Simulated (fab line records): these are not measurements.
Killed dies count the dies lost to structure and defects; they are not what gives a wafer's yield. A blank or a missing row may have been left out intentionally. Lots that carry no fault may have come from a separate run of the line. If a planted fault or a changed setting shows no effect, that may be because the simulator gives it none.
Which of the tools did it?	flow n5 finfet	24 lots, 72 wafers sampled, at 6 steps of a route of 1938

WHAT THE GAUGES SHOWED, per wafer
N5_BEOL_M11_OVL_MEAS_12.
lot	measured	on	M11_OVL (nm)
L074	day 10 03:05	overlay-01	-0.1 -0.7 -1.1
L075	day 10 07:36	overlay-01	0.6 0.8 0.3
L076	day 10 20:29	overlay-02	0.8 -0.7 0.0
L077	day 10 19:58	overlay-02	-0.7 -1.7 -1.4
L078	day 11 02:24	overlay-02	0.7 -0.6 0.0
L079	day 11 08:42	overlay-02	-0.3 -0.8 -0.1
L080	day 11 10:08	overlay-02	-1.6 -1.0 -1.1
L082	day 12 01:29	overlay-01	1.3 1.2 0.7
L081	day 12 05:45	overlay-02	-0.1 0.8 0.8
L083	day 12 05:35	overlay-02	1.6 -0.3 0.7
L084	day 12 17:10	overlay-01	-0.7 -0.5 0.1
L086	day 12 17:47	overlay-02	-0.7 0.1 -0.3
L085	day 13 09:22	overlay-02	0.6 -0.8 0.8
L087	day 13 10:07	overlay-01	-0.7 -1.3 -0.7
L088	day 13 13:11	overlay-01	1.0 0.0 1.0
L089	day 13 15:23	overlay-01	0.8 0.1 -0.3
L090	day 14 08:19	overlay-02	-2.3 0.5 -1.2
L091	day 14 16:17	overlay-01	0.0 -1.5 1.5
L092	day 14 20:12	overlay-01	0.7 0.5 0.3
L093	day 14 23:14	overlay-01	0.6 -0.2 -1.2
L094	day 15 07:02	overlay-01	-1.3 -1.9 -1.4
L095	day 15 10:11	overlay-01	0.5 -1.4 -1.1
L097	day 15 20:36	overlay-02	1.1 -0.2 0.0
L096	day 16 00:07	overlay-01	0.2 1.0 0.0

N5_BEOL_M11_INSPECT_30: inspects for defects (brightfield).
lot	measured	on	raw defect count
L074	day 10 06:02	defect inspect-01	339 393 554
L075	day 10 09:23	defect inspect-02	395 438 397
L076	day 10 21:28	defect inspect-01	708 866 894
L077	day 10 21:25	defect inspect-01	488 547 689
L078	day 11 03:20	defect inspect-01	493 476 497
L079	day 11 09:41	defect inspect-01	651 472 299
L080	day 11 12:44	defect inspect-01	406 462 387
L082	day 12 02:51	defect inspect-01	331 286 519
L081	day 12 06:59	defect inspect-02	367 447 373
L083	day 12 06:49	defect inspect-01	462 776 379
L084	day 12 18:09	defect inspect-01	403 348 519
L086	day 12 19:01	defect inspect-01	445 839 687
L085	day 13 10:32	defect inspect-01	488 497 576
L087	day 13 11:05	defect inspect-02	353 472 388
L088	day 13 14:47	defect inspect-02	314 358 451
L089	day 13 16:40	defect inspect-01	372 356 416
L090	day 14 09:31	defect inspect-01	496 389 421
L091	day 14 17:35	defect inspect-01	528 428 657
L092	day 14 21:49	defect inspect-01	449 230 476
L093	day 15 01:31	defect inspect-01	406 490 284
L094	day 15 08:50	defect inspect-01	578 397 457
L095	day 15 11:35	defect inspect-02	434 449 377
L097	day 15 22:07	defect inspect-01	546 526 430
L096	day 16 01:35	defect inspect-02	441 558 718

WHICH TOOL RAN EACH LOT (tool, then ch and the chambers of the sampled wafers, then the start)
lot	N5_BEOL_M10_DESCUM_33	N5_BEOL_M10_ETCH_65	N5_BEOL_M10_SURFACE_TREAT_76	N5_BEOL_M11_HM_DEP_02
L074	rie diel-04 ch 0,1,3, day 9 21:46	rie diel-04 ch 0,1,3, day 9 21:49	pvd sputter-02, day 9 23:24	pvd sputter-02, day 10 02:33
L075	rie diel-01 ch 0,1,3, day 10 01:31	rie diel-01 ch 0,1,3, day 10 01:33	pvd sputter-01, day 10 03:24	pvd sputter-02, day 10 07:04
L076	rie diel-02 ch 0,3, day 10 13:10	rie diel-02 ch 0,3, day 10 13:12	pvd sputter-03, day 10 16:59	pvd sputter-02, day 10 19:56
L077	rie diel-01 ch 1,2,3, day 10 13:13	rie diel-01 ch 1,2,3, day 10 13:15	pvd sputter-03, day 10 17:11	pvd sputter-03, day 10 19:26
L078	rie diel-02 ch 0,1, day 10 18:55	rie diel-02 ch 0,1, day 10 18:58	pvd sputter-03, day 10 22:03	pvd sputter-03, day 11 01:52
L079	rie diel-04 ch 1,2, day 11 03:31	rie diel-04 ch 1,2, day 11 03:33	pvd sputter-02, day 11 05:22	pvd sputter-01, day 11 08:17
L080	rie diel-02 ch 0,1,3, day 11 04:04	rie diel-02 ch 0,1,3, day 11 04:06	pvd sputter-03, day 11 07:11	pvd sputter-02, day 11 09:43
L082	rie diel-04 ch 0,2, day 11 19:35	rie diel-04 ch 0,2, day 11 19:37	pvd sputter-02, day 11 21:16	pvd sputter-03, day 12 00:58
L081	rie diel-02 ch 0,2, day 12 00:20	rie diel-02 ch 0,2, day 12 00:22	pvd sputter-02, day 12 02:26	pvd sputter-02, day 12 05:10
L083	rie diel-02 ch 0,1,2, day 12 00:48	rie diel-02 ch 0,1,2, day 12 00:50	pvd sputter-02, day 12 02:31	pvd sputter-03, day 12 05:04
L084	rie diel-01 ch 0,2,3, day 12 09:50	rie diel-01 ch 0,2,3, day 12 09:53	pvd sputter-02, day 12 11:23	pvd sputter-03, day 12 16:46
L086	rie diel-01 ch 0,1,2, day 12 12:25	rie diel-01 ch 0,1,2, day 12 12:27	pvd sputter-01, day 12 13:51	pvd sputter-03, day 12 17:16
L085	rie diel-01 ch 1,2,3, day 13 05:04	rie diel-01 ch 1,2,3, day 13 05:07	pvd sputter-02, day 13 06:41	pvd sputter-03, day 13 08:50
L087	rie diel-04 ch 0,1,2, day 13 05:14	rie diel-04 ch 0,1,2, day 13 05:16	pvd sputter-02, day 13 07:02	pvd sputter-02, day 13 09:43
L088	rie diel-04 ch 0,1, day 13 08:19	rie diel-04 ch 0,1, day 13 08:22	pvd sputter-02, day 13 09:53	pvd sputter-01, day 13 12:39
L089	rie diel-02 ch 1,2,3, day 13 08:22	rie diel-02 ch 1,2,3, day 13 08:24	pvd sputter-03, day 13 10:46	pvd sputter-01, day 13 14:59
L090	rie diel-02 ch 1,2,3, day 14 03:11	rie diel-02 ch 1,2,3, day 14 03:13	pvd sputter-03, day 14 05:03	pvd sputter-01, day 14 07:47
L091	rie diel-01 ch 0,2, day 14 09:31	rie diel-01 ch 0,2, day 14 09:33	pvd sputter-03, day 14 11:21	pvd sputter-01, day 14 15:53
L092	rie diel-01 ch 1,2,3, day 14 14:59	rie diel-01 ch 1,2,3, day 14 15:01	pvd sputter-01, day 14 16:37	pvd sputter-01, day 14 19:40
L093	rie diel-04 ch 0,2,3, day 14 15:46	rie diel-04 ch 0,2,3, day 14 15:48	pvd sputter-02, day 14 18:13	pvd sputter-03, day 14 22:43
L094	rie diel-01 ch 0,3, day 15 01:29	rie diel-01 ch 0,3, day 15 01:31	pvd sputter-03, day 15 03:34	pvd sputter-01, day 15 06:31
L095	rie diel-02 ch 1,2,3, day 15 05:17	rie diel-02 ch 1,2,3, day 15 05:20	pvd sputter-01, day 15 06:52	pvd sputter-01, day 15 09:40
L097	rie diel-01 ch 1,2,3, day 15 15:01	rie diel-01 ch 1,2,3, day 15 15:03	pvd sputter-01, day 15 16:58	pvd sputter-02, day 15 20:12
L096	rie diel-02 ch 0,1,3, day 15 17:28	rie diel-02 ch 0,1,3, day 15 17:30	pvd sputter-02, day 15 20:24	pvd sputter-02, day 15 23:32
- N5_BEOL_M10_DESCUM_33: chemistry O2, time 7.9 s.
- N5_BEOL_M10_ETCH_65: etches SiARC in CF4, target depth 39 nm, time 65 s.
- N5_BEOL_M10_SURFACE_TREAT_76
- N5_BEOL_M11_HM_DEP_02: deposits TiN, target thk 20 nm.

WHAT THE TOOLS THEMSELVES READ (means of the sampled wafers that have a number; where no wafer has one, the mark that the record gives instead)
N5_BEOL_M10_DESCUM_33.
lot	tool	chamber pressure mTorr (mTorr)	drypump motor current A (A)	oes product au (a.u.)	rf vpp V (V)	showerhead plenum p Torr (Torr)	throttle valve pct (%)
L074	rie diel-04	20.004	5.9	0.80	242.9	2.07	20.35
L075	rie diel-01	20.002	5.8	0.81	242.8	2.08	20.73
L076	rie diel-02	19.998	5.7	0.70	243.8	2.12	20.50
L077	rie diel-01	19.999	6.0	0.87	243.1	2.12	20.44
L078	rie diel-02	19.981	6.2	0.81	243.7	2.12	20.62
L079	rie diel-04	20.016	6.2	0.86	241.7	2.07	20.44
L080	rie diel-02	20.008	6.0	0.75	243.2	2.12	20.56
L082	rie diel-04	19.984	5.6	0.93	243.1	2.15	20.33
L081	rie diel-02	20.004	5.9	0.75	242.3	2.10	20.57
L083	rie diel-02	20.004	6.1	0.77	243.5	2.11	20.52
L084	rie diel-01	20.006	6.0	0.78	243.0	2.07	20.65
L086	rie diel-01	19.994	6.1	0.82	243.1	2.08	20.50
L085	rie diel-01	20.008	6.0	0.84	243.2	2.11	20.48
L087	rie diel-04	19.986	6.0	0.85	243.9	2.10	20.32
L088	rie diel-04	19.987	6.4	0.79	243.3	2.05	20.28
L089	rie diel-02	20.014	6.0	0.85	244.3	2.12	20.30
L090	rie diel-02	19.996	6.0	0.84	242.5	2.12	20.31
L091	rie diel-01	20.011	6.3	0.89	244.2	2.16	20.29
L092	rie diel-01	19.997	6.0	0.82	243.7	2.11	20.51
L093	rie diel-04	19.985	5.5	0.86	243.1	2.10	20.37
L094	rie diel-01	20.017	5.8	0.89	244.3	2.20	20.74
L095	rie diel-02	20.014	6.0	0.83	243.8	2.12	20.33
L097	rie diel-01	20.005	5.9	0.81	242.8	2.11	20.52
L096	rie diel-02	19.999	5.9	0.80	243.5	2.10	20.50

N5_BEOL_M10_ETCH_65.
lot	tool	chamber pressure mTorr (mTorr)	drypump motor current A (A)	etch rf on time s (s)	oes product au (a.u.)	rf vpp V (V)	showerhead plenum p Torr (Torr)	throttle valve pct (%)
L074	rie diel-04	39.97	5.9	65.5	0.69	184.2	2.12	15.55
L075	rie diel-01	39.98	5.8	65.1	0.69	183.9	2.12	15.79
L076	rie diel-02	40.00	5.7	64.9	0.61	184.7	2.17	15.77
L077	rie diel-01	39.98	5.9	64.1	0.74	184.3	2.18	15.58
L078	rie diel-02	39.95	6.2	63.2	0.69	184.9	2.16	15.71
L079	rie diel-04	40.01	6.2	64.8	0.74	184.5	2.12	15.54
L080	rie diel-02	40.01	6.0	64.3	0.64	184.3	2.16	15.74
L082	rie diel-04	39.99	5.5	63.6	0.79	184.8	2.19	15.40
L081	rie diel-02	39.99	5.9	64.3	0.63	184.2	2.13	15.67
L083	rie diel-02	40.01	6.1	64.7	0.66	184.4	2.15	15.64
L084	rie diel-01	39.99	6.0	65.5	0.67	183.7	2.12	15.80
L086	rie diel-01	40.03	6.1	66.8	0.69	182.8	2.12	15.63
L085	rie diel-01	39.97	6.0	64.4	0.72	184.6	2.17	15.62
L087	rie diel-04	39.99	6.0	64.9	0.73	183.1	2.14	15.42
L088	rie diel-04	39.98	6.3	65.4	0.68	184.5	2.09	15.42
L089	rie diel-02	39.97	6.0	65.1	0.72	185.0	2.18	15.50
L090	rie diel-02	40.03	6.0	64.8	0.71	183.8	2.17	15.53
L091	rie diel-01	39.98	6.2	66.1	0.75	184.5	2.21	15.45
L092	rie diel-01	40.01	6.0	64.9	0.70	185.3	2.16	15.65
L093	rie diel-04	39.99	5.5	64.7	0.75	183.9	2.15	15.47
L094	rie diel-01	40.01	5.8	65.5	0.74	185.3	2.23	15.74
L095	rie diel-02	40.01	6.0	64.1	0.70	184.1	2.17	15.53
L097	rie diel-01	39.99	5.9	65.1	0.69	183.8	2.16	15.67
L096	rie diel-02	40.01	6.0	64.2	0.68	183.7	2.15	15.66

N5_BEOL_M11_HM_DEP_02.
lot	tool	throttle valve pct (%)
L074	pvd sputter-02	29.2
L075	pvd sputter-02	28.6
L076	pvd sputter-02	30.0
L077	pvd sputter-03	29.8
L078	pvd sputter-03	30.3
L079	pvd sputter-01	30.4
L080	pvd sputter-02	29.6
L082	pvd sputter-03	30.2
L081	pvd sputter-02	29.6
L083	pvd sputter-03	30.4
L084	pvd sputter-03	29.9
L086	pvd sputter-03	30.0
L085	pvd sputter-03	29.9
L087	pvd sputter-02	30.1
L088	pvd sputter-01	29.6
L089	pvd sputter-01	30.6
L090	pvd sputter-01	30.0
L091	pvd sputter-01	30.1
L092	pvd sputter-01	29.6
L093	pvd sputter-03	30.0
L094	pvd sputter-01	30.4
L095	pvd sputter-01	29.5
L097	pvd sputter-02	29.3
L096	pvd sputter-02	30.1

THE ANSWER, worked out from the rows above alone
Rule: the usual values come from the lots themselves. The widest of any qualifying gaps counts: lots, ordered by their means at a reading, are off when they make up no more than a third of the lots, leave a main group of 4 or more, and stand apart from it by 3 or more times the standard deviation of that group's means. A main group is skipped when, at the precision printed for the reading in the tables above, its means are all equal. A lot without any number at a reading at which 4 lots or more have one is off too. All remaining lots with rows at the step are treated as sound. Order of review: gauges by route order, followed by the tools' own readings, for which a lot's mean as printed above is used. The first step at which some lot is off is used, and at that step the reading that is off furthest; a lot without a number counts as furthest.
Nothing can be told from this: no lot is off at any reading shown.

WHAT WAS PUT IN BY THE SIMULATOR
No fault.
